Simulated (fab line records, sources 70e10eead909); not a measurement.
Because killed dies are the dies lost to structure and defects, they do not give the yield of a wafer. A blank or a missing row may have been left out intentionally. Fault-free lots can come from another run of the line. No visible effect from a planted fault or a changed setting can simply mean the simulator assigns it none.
The tool behind it: which one? || flow nand-harc || 37 wafers from 13 lots sampled at 6 of the route's 1159 steps

WHAT EACH GAUGE READ, for each wafer
NHARC_A_ONON_D1_THK_MEAS_30: measures by ellipsometry. Usual: thk-nm 996 nm, standard deviation 8.1.
{"lot": "L572", "measured": "day 8 17:20", "on": "film-metro-02", "thk-nm (nm)": "992 994 992", "flag": ""}
{"lot": "L571", "measured": "day 8 17:14", "on": "film-metro-01", "thk-nm (nm)": "1002 1002 1004", "flag": ""}
{"lot": "L574", "measured": "day 9 02:44", "on": "film-metro-02", "thk-nm (nm)": "1000 1001 1000", "flag": ""}
{"lot": "L573", "measured": "day 9 02:44", "on": "film-metro-01", "thk-nm (nm)": "989 989 993", "flag": ""}
{"lot": "L576", "measured": "day 9 02:40", "on": "film-metro-02", "thk-nm (nm)": "980 981 981", "flag": ""}
{"lot": "L575", "measured": "day 9 07:07", "on": "film-metro-01", "thk-nm (nm)": "995 998 996", "flag": ""}
{"lot": "L579", "measured": "day 10 02:11", "on": "film-metro-02", "thk-nm (nm)": "980 984 981", "flag": ""}
{"lot": "L581", "measured": "day 11 07:23", "on": "film-metro-01", "thk-nm (nm)": "996 998 995", "flag": ""}
{"lot": "L585", "measured": "day 11 23:59", "on": "film-metro-02", "thk-nm (nm)": "1004 1005 678", "flag": "OFF"}
{"lot": "L584", "measured": "day 11 23:56", "on": "film-metro-01", "thk-nm (nm)": "996 995 995", "flag": ""}
{"lot": "L587", "measured": "day 12 03:22", "on": "film-metro-01", "thk-nm (nm)": "997 997 998", "flag": ""}
{"lot": "L586", "measured": "day 12 03:23", "on": "film-metro-02", "thk-nm (nm)": "994 669", "flag": "OFF"}
{"lot": "L591", "measured": "day 13 04:19", "on": "film-metro-02", "thk-nm (nm)": "661 661", "flag": "OFF"}

NHARC_A_CHANNEL_HOLE_D1_OVL_MEAS_11. Usual: overlay-x-nm 0.3 nm, standard deviation 0.83; overlay-y-nm -0.1 nm, standard deviation 0.95.
{"lot": "L572", "measured": "day 8 21:14", "on": "overlay-02", "overlay-x-nm (nm)": "1.0 0.9 1.0", "overlay-y-nm (nm)": "-0.3 -0.5 -0.2", "flag": ""}
{"lot": "L571", "measured": "day 8 20:38", "on": "overlay-01", "overlay-x-nm (nm)": "0.1 0.2 0.2", "overlay-y-nm (nm)": "0.1 -1.3 -1.0", "flag": ""}
{"lot": "L574", "measured": "day 9 06:32", "on": "overlay-01", "overlay-x-nm (nm)": "-1.1 -0.9 -1.3", "overlay-y-nm (nm)": "-0.4 -0.1 -0.4", "flag": ""}
{"lot": "L573", "measured": "day 9 06:22", "on": "overlay-02", "overlay-x-nm (nm)": "1.1 1.1 1.2", "overlay-y-nm (nm)": "-0.1 0.0 -0.5", "flag": ""}
{"lot": "L576", "measured": "day 9 06:02", "on": "overlay-02", "overlay-x-nm (nm)": "0.6 0.5 0.7", "overlay-y-nm (nm)": "-0.1 -0.3 0.2", "flag": ""}
{"lot": "L575", "measured": "day 9 10:27", "on": "overlay-01", "overlay-x-nm (nm)": "-1.2 -0.4 -1.0", "overlay-y-nm (nm)": "1.8 1.6 1.9", "flag": ""}
{"lot": "L579", "measured": "day 10 06:31", "on": "overlay-02", "overlay-x-nm (nm)": "0.8 0.1 0.5", "overlay-y-nm (nm)": "-0.3 -0.4 -0.8", "flag": ""}
{"lot": "L581", "measured": "day 11 11:50", "on": "overlay-02", "overlay-x-nm (nm)": "0.7 0.3 1.5", "overlay-y-nm (nm)": "-0.3 0.0 0.7", "flag": ""}
{"lot": "L585", "measured": "day 12 03:43", "on": "overlay-02", "overlay-x-nm (nm)": "-0.2 -0.3", "overlay-y-nm (nm)": "-0.4 -0.6", "flag": ""}
{"lot": "L584", "measured": "day 12 04:18", "on": "overlay-01", "overlay-x-nm (nm)": "-0.3 0.1 -0.1", "overlay-y-nm (nm)": "1.8 1.9 1.7", "flag": ""}
{"lot": "L587", "measured": "day 12 06:58", "on": "overlay-01", "overlay-x-nm (nm)": "1.0 1.3 1.0", "overlay-y-nm (nm)": "-1.5 -1.0 -1.3", "flag": ""}
{"lot": "L586", "measured": "day 12 07:28", "on": "overlay-02", "overlay-x-nm (nm)": -0.7, "overlay-y-nm (nm)": 0.2, "flag": ""}

NHARC_END_SORT_01. Usual: killed-at-array 24, standard deviation 7.4; killed-at-other 0.5, standard deviation 0.81; killed-at-periphery 3.4, standard deviation 2.3; killed-dies 28, standard deviation 8; killed-open 3.4, standard deviation 1.8; killed-short 2.0, standard deviation 1.4.
{"lot": "L585", "measured": "day 23 18:50", "on": "prober-01", "killed-at-array": "16 34 674", "killed-at-other": "0 0 0", "killed-at-periphery": "3 1 3", "killed-dies": "19 35 677", "killed-open": "2 2 5", "killed-short": "2 2 3", "flag": "OFF"}
{"lot": "L586", "measured": "day 23 11:57", "on": "prober-02", "killed-at-array": "28 670", "killed-at-other": "0 1", "killed-at-periphery": "5 6", "killed-dies": "33 677", "killed-open": "1 4", "killed-short": "3 3", "flag": "OFF"}
{"lot": "L591", "measured": "day 24 20:41", "on": "prober-01", "killed-at-array": "668 675", "killed-at-other": "0 0", "killed-at-periphery": "9 2", "killed-dies": "677 677", "killed-open": "6 3", "killed-short": "3 2", "flag": "OFF"}

EACH LOT AND THE TOOL THAT RAN IT (in order: tool; ch and the chambers of the sampled wafers; start)
{"lot": "L572", "NHARC_A_ZERO_WELL_ETCH_13": "rie-si-01 ch 1,2, day 7 05:10", "NHARC_A_ONON_D1_DEP_28": "pecvd-onon-03 ch 0, day 8 16:53", "NHARC_A_CHANNEL_HOLE_D1_DESCUM_15": "rie-diel-13 ch 0,1, day 8 21:21"}
{"lot": "L571", "NHARC_A_ZERO_WELL_ETCH_13": "rie-si-05 ch 1,2,3, day 7 05:47", "NHARC_A_ONON_D1_DEP_28": "pecvd-onon-04 ch 0, day 8 16:50", "NHARC_A_CHANNEL_HOLE_D1_DESCUM_15": "rie-diel-09 ch 1,2,3, day 8 20:44"}
{"lot": "L574", "NHARC_A_ZERO_WELL_ETCH_13": "rie-si-01 ch 0,2,3, day 7 13:02", "NHARC_A_ONON_D1_DEP_28": "pecvd-onon-04 ch 0, day 9 02:21", "NHARC_A_CHANNEL_HOLE_D1_DESCUM_15": "rie-diel-13 ch 0,1,2, day 9 06:38"}
{"lot": "L573", "NHARC_A_ZERO_WELL_ETCH_13": "rie-si-04 ch 0,1,3, day 7 17:38", "NHARC_A_ONON_D1_DEP_28": "pecvd-onon-02 ch 0, day 9 02:20", "NHARC_A_CHANNEL_HOLE_D1_DESCUM_15": "rie-diel-13 ch 0,1,3, day 9 06:29"}
{"lot": "L576", "NHARC_A_ZERO_WELL_ETCH_13": "rie-si-01 ch 0,1,2, day 7 18:41", "NHARC_A_ONON_D1_DEP_28": "pecvd-onon-03 ch 0, day 9 02:10", "NHARC_A_CHANNEL_HOLE_D1_DESCUM_15": "rie-diel-05 ch 0,2,3, day 9 06:10"}
{"lot": "L575", "NHARC_A_ZERO_WELL_ETCH_13": "rie-si-05 ch 0,2,3, day 7 19:21", "NHARC_A_ONON_D1_DEP_28": "pecvd-onon-04 ch 0, day 9 06:38", "NHARC_A_CHANNEL_HOLE_D1_DESCUM_15": "rie-diel-09 ch 0,1, day 9 10:33"}
{"lot": "L579", "NHARC_A_ZERO_WELL_ETCH_13": "rie-si-04 ch 0,1,2, day 8 16:08", "NHARC_A_ONON_D1_DEP_28": "pecvd-onon-04 ch 0, day 10 01:44", "NHARC_A_CHANNEL_HOLE_D1_DESCUM_15": "rie-diel-09 ch 0,1,3, day 10 06:38"}
{"lot": "L581", "NHARC_A_ZERO_WELL_ETCH_13": "rie-si-01 ch 0,1, day 9 20:07", "NHARC_A_ONON_D1_DEP_28": "pecvd-onon-02 ch 0, day 11 06:52", "NHARC_A_CHANNEL_HOLE_D1_DESCUM_15": "rie-diel-05 ch 0,2,3, day 11 11:57"}
{"lot": "L585", "NHARC_A_ZERO_WELL_ETCH_13": "rie-si-05 ch 0,2,3, day 10 11:29", "NHARC_A_ONON_D1_DEP_28": "pecvd-onon-02 ch 0, day 11 23:31", "NHARC_A_CHANNEL_HOLE_D1_DESCUM_15": "rie-diel-09 ch 0,2, day 12 03:49"}
{"lot": "L584", "NHARC_A_ZERO_WELL_ETCH_13": "rie-si-01 ch 0,1,2, day 10 11:59", "NHARC_A_ONON_D1_DEP_28": "pecvd-onon-03 ch 0, day 11 23:29", "NHARC_A_CHANNEL_HOLE_D1_DESCUM_15": "rie-diel-05 ch 0,1, day 12 04:23"}
{"lot": "L587", "NHARC_A_ZERO_WELL_ETCH_13": "rie-si-05 ch 2,3, day 10 17:14", "NHARC_A_ONON_D1_DEP_28": "pecvd-onon-03 ch 0, day 12 02:52", "NHARC_A_CHANNEL_HOLE_D1_DESCUM_15": "rie-diel-05 ch 0,1,3, day 12 07:05"}
{"lot": "L586", "NHARC_A_ZERO_WELL_ETCH_13": "rie-si-01 ch 1,3, day 10 18:10", "NHARC_A_ONON_D1_DEP_28": "pecvd-onon-02 ch 0, day 12 02:59", "NHARC_A_CHANNEL_HOLE_D1_DESCUM_15": "rie-diel-13 ch 3, day 12 07:34"}
{"lot": "L591", "NHARC_A_ZERO_WELL_ETCH_13": "rie-si-01 ch 0,1, day 11 18:12", "NHARC_A_ONON_D1_DEP_28": "pecvd-onon-02 ch 0, day 13 04:00", "NHARC_A_CHANNEL_HOLE_D1_DESCUM_15": "-"}
- NHARC_A_ZERO_WELL_ETCH_13: etches the open film in HBr/Cl2, target depth 120 nm, time 40.1 s.
- NHARC_A_ONON_D1_DEP_28: target thk 1000 nm.
- NHARC_A_CHANNEL_HOLE_D1_DESCUM_15: chemistry O2, time 3 s.

WHAT THE TOOLS THEMSELVES READ (means of the sampled wafers that have a number; where no wafer has one, the mark that the record gives instead)
NHARC_A_ZERO_WELL_ETCH_13. Usual: chamber-pressure-mTorr 14.999 mTorr, standard deviation 0.013; drypump-motor-current-A 5.8 A, standard deviation 0.4; oes-product-au 0.995 a.u., standard deviation 0.008; rf-fwd-power-W 394.3 W, standard deviation 1.8; throttle-valve-pct 26.406 %, standard deviation 0.009.
{"lot": "L572", "tool": "rie-si-01", "chamber-pressure-mTorr (mTorr)": 14.990, "drypump-motor-current-A (A)": 6.1, "oes-product-au (a.u.)": 0.997, "rf-fwd-power-W (W)": 393.0, "throttle-valve-pct (%)": 26.411, "flag": ""}
{"lot": "L571", "tool": "rie-si-05", "chamber-pressure-mTorr (mTorr)": 15.013, "drypump-motor-current-A (A)": 5.7, "oes-product-au (a.u.)": 0.990, "rf-fwd-power-W (W)": 394.7, "throttle-valve-pct (%)": 26.400, "flag": ""}
{"lot": "L574", "tool": "rie-si-01", "chamber-pressure-mTorr (mTorr)": 14.995, "drypump-motor-current-A (A)": 6.0, "oes-product-au (a.u.)": 0.999, "rf-fwd-power-W (W)": 392.3, "throttle-valve-pct (%)": 26.411, "flag": ""}
{"lot": "L573", "tool": "rie-si-04", "chamber-pressure-mTorr (mTorr)": 15.004, "drypump-motor-current-A (A)": 6.2, "oes-product-au (a.u.)": 1.005, "rf-fwd-power-W (W)": 394.3, "throttle-valve-pct (%)": 26.405, "flag": ""}
{"lot": "L576", "tool": "rie-si-01", "chamber-pressure-mTorr (mTorr)": 15.004, "drypump-motor-current-A (A)": 5.9, "oes-product-au (a.u.)": 0.984, "rf-fwd-power-W (W)": 393.1, "throttle-valve-pct (%)": 26.401, "flag": ""}
{"lot": "L575", "tool": "rie-si-05", "chamber-pressure-mTorr (mTorr)": 15.006, "drypump-motor-current-A (A)": 5.4, "oes-product-au (a.u.)": 0.996, "rf-fwd-power-W (W)": 396.1, "throttle-valve-pct (%)": 26.404, "flag": ""}
{"lot": "L579", "tool": "rie-si-04", "chamber-pressure-mTorr (mTorr)": 14.990, "drypump-motor-current-A (A)": 6.1, "oes-product-au (a.u.)": 1.006, "rf-fwd-power-W (W)": 394.6, "throttle-valve-pct (%)": 26.415, "flag": ""}
{"lot": "L581", "tool": "rie-si-01", "chamber-pressure-mTorr (mTorr)": 15.005, "drypump-motor-current-A (A)": 5.8, "oes-product-au (a.u.)": 0.986, "rf-fwd-power-W (W)": 395.0, "throttle-valve-pct (%)": 26.403, "flag": ""}
{"lot": "L585", "tool": "rie-si-05", "chamber-pressure-mTorr (mTorr)": 15.002, "drypump-motor-current-A (A)": 5.4, "oes-product-au (a.u.)": 0.990, "rf-fwd-power-W (W)": 395.5, "throttle-valve-pct (%)": 26.405, "flag": ""}
{"lot": "L584", "tool": "rie-si-01", "chamber-pressure-mTorr (mTorr)": 15.005, "drypump-motor-current-A (A)": 6.0, "oes-product-au (a.u.)": 0.996, "rf-fwd-power-W (W)": 394.8, "throttle-valve-pct (%)": 26.398, "flag": ""}
{"lot": "L587", "tool": "rie-si-05", "chamber-pressure-mTorr (mTorr)": 14.993, "drypump-motor-current-A (A)": 5.8, "oes-product-au (a.u.)": 0.994, "rf-fwd-power-W (W)": 396.3, "throttle-valve-pct (%)": 26.407, "flag": ""}
{"lot": "L586", "tool": "rie-si-01", "chamber-pressure-mTorr (mTorr)": 14.998, "drypump-motor-current-A (A)": 6.0, "oes-product-au (a.u.)": 0.996, "rf-fwd-power-W (W)": 394.3, "throttle-valve-pct (%)": 26.409, "flag": ""}
{"lot": "L591", "tool": "rie-si-01", "chamber-pressure-mTorr (mTorr)": 14.978, "drypump-motor-current-A (A)": 5.8, "oes-product-au (a.u.)": 0.992, "rf-fwd-power-W (W)": 394.3, "throttle-valve-pct (%)": 26.407, "flag": ""}

NHARC_A_CHANNEL_HOLE_D1_DESCUM_15. Usual: chamber-pressure-mTorr 60.00 mTorr, standard deviation 0.053; drypump-motor-current-A 5.6 A, standard deviation 0.61; oes-product-au 1.003 a.u., standard deviation 0.0084; rf-vpp-V 57.9 V, standard deviation 0.84; showerhead-plenum-p-Torr 1.94 Torr, standard deviation 0.063; throttle-valve-pct 11.311 %, standard deviation 0.0093.
{"lot": "L572", "tool": "rie-diel-13", "chamber-pressure-mTorr (mTorr)": 59.99, "drypump-motor-current-A (A)": 6.1, "oes-product-au (a.u.)": 1.004, "rf-vpp-V (V)": 58.0, "showerhead-plenum-p-Torr (Torr)": 1.93, "throttle-valve-pct (%)": 11.310, "flag": ""}
{"lot": "L571", "tool": "rie-diel-09", "chamber-pressure-mTorr (mTorr)": 59.93, "drypump-motor-current-A (A)": 5.3, "oes-product-au (a.u.)": 1.015, "rf-vpp-V (V)": 57.2, "showerhead-plenum-p-Torr (Torr)": 1.88, "throttle-valve-pct (%)": 11.314, "flag": ""}
{"lot": "L574", "tool": "rie-diel-13", "chamber-pressure-mTorr (mTorr)": 59.93, "drypump-motor-current-A (A)": 5.6, "oes-product-au (a.u.)": 0.995, "rf-vpp-V (V)": 57.1, "showerhead-plenum-p-Torr (Torr)": 1.94, "throttle-valve-pct (%)": 11.309, "flag": ""}
{"lot": "L573", "tool": "rie-diel-13", "chamber-pressure-mTorr (mTorr)": 59.99, "drypump-motor-current-A (A)": 6.0, "oes-product-au (a.u.)": 0.998, "rf-vpp-V (V)": 57.8, "showerhead-plenum-p-Torr (Torr)": 1.94, "throttle-valve-pct (%)": 11.301, "flag": ""}
{"lot": "L576", "tool": "rie-diel-05", "chamber-pressure-mTorr (mTorr)": 60.02, "drypump-motor-current-A (A)": 5.7, "oes-product-au (a.u.)": 1.003, "rf-vpp-V (V)": 57.9, "showerhead-plenum-p-Torr (Torr)": 1.97, "throttle-valve-pct (%)": 11.309, "flag": ""}
{"lot": "L575", "tool": "rie-diel-09", "chamber-pressure-mTorr (mTorr)": 60.02, "drypump-motor-current-A (A)": 5.5, "oes-product-au (a.u.)": 1.003, "rf-vpp-V (V)": 57.4, "showerhead-plenum-p-Torr (Torr)": 1.91, "throttle-valve-pct (%)": 11.309, "flag": ""}
{"lot": "L579", "tool": "rie-diel-09", "chamber-pressure-mTorr (mTorr)": 59.99, "drypump-motor-current-A (A)": 5.2, "oes-product-au (a.u.)": 1.006, "rf-vpp-V (V)": 58.4, "showerhead-plenum-p-Torr (Torr)": 1.95, "throttle-valve-pct (%)": 11.305, "flag": ""}
{"lot": "L581", "tool": "rie-diel-05", "chamber-pressure-mTorr (mTorr)": 59.98, "drypump-motor-current-A (A)": 5.7, "oes-product-au (a.u.)": 1.001, "rf-vpp-V (V)": 58.4, "showerhead-plenum-p-Torr (Torr)": 1.96, "throttle-valve-pct (%)": 11.295, "flag": ""}
{"lot": "L585", "tool": "rie-diel-09", "chamber-pressure-mTorr (mTorr)": 59.97, "drypump-motor-current-A (A)": 5.2, "oes-product-au (a.u.)": 0.996, "rf-vpp-V (V)": 58.1, "showerhead-plenum-p-Torr (Torr)": 1.94, "throttle-valve-pct (%)": 11.310, "flag": ""}
{"lot": "L584", "tool": "rie-diel-05", "chamber-pressure-mTorr (mTorr)": 59.97, "drypump-motor-current-A (A)": 6.1, "oes-product-au (a.u.)": 1.012, "rf-vpp-V (V)": 58.0, "showerhead-plenum-p-Torr (Torr)": 1.93, "throttle-valve-pct (%)": 11.306, "flag": ""}
{"lot": "L587", "tool": "rie-diel-05", "chamber-pressure-mTorr (mTorr)": 60.00, "drypump-motor-current-A (A)": 5.9, "oes-product-au (a.u.)": 1.007, "rf-vpp-V (V)": 58.6, "showerhead-plenum-p-Torr (Torr)": 1.94, "throttle-valve-pct (%)": 11.312, "flag": ""}
{"lot": "L586", "tool": "rie-diel-13", "chamber-pressure-mTorr (mTorr)": 59.92, "drypump-motor-current-A (A)": 6.5, "oes-product-au (a.u.)": 1.000, "rf-vpp-V (V)": 58.4, "showerhead-plenum-p-Torr (Torr)": 1.98, "throttle-valve-pct (%)": 11.318, "flag": ""}

THE ANSWER, worked out from the rows above alone
Rule: take the mean of a lot's wafers that have a number; if it is more than 3 standard deviations from the usual mean, the lot is off. A lot without any number at a reading at which 4 lots or more have one is off too. Any other lot the step has rows for is counted as sound. Order of review: gauges by route order, followed by the tools' own readings, for which a lot's mean as printed above is used. The first step at which some lot is off is used, and at that step the reading that is off furthest; a lot without a number counts as furthest.
Off at NHARC_A_ONON_D1_THK_MEAS_30 (thk-nm): L585, L586, L591.
A tool fits if, at a process step before that reading, it ran every lot that is off, and no sound lot after the first of them. Not tried: the gauges at NHARC_A_ONON_D1_THK_MEAS_30; whatever is off there is also off at NHARC_END_SORT_01, on other tools, and gauge error can't account for it. One fits: NHARC_A_ONON_D1_DEP_28 on pecvd-onon-02. A fault onset in the window from L581 (day 11 06:52, its last sound lot) to L585 (day 11 23:31, its first lot off) fits.

WHAT THE SIMULATOR HAD PUT IN
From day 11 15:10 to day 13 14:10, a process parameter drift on pecvd-onon-02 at NHARC_A_ONON_D1_DEP_28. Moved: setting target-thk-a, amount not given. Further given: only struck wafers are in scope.
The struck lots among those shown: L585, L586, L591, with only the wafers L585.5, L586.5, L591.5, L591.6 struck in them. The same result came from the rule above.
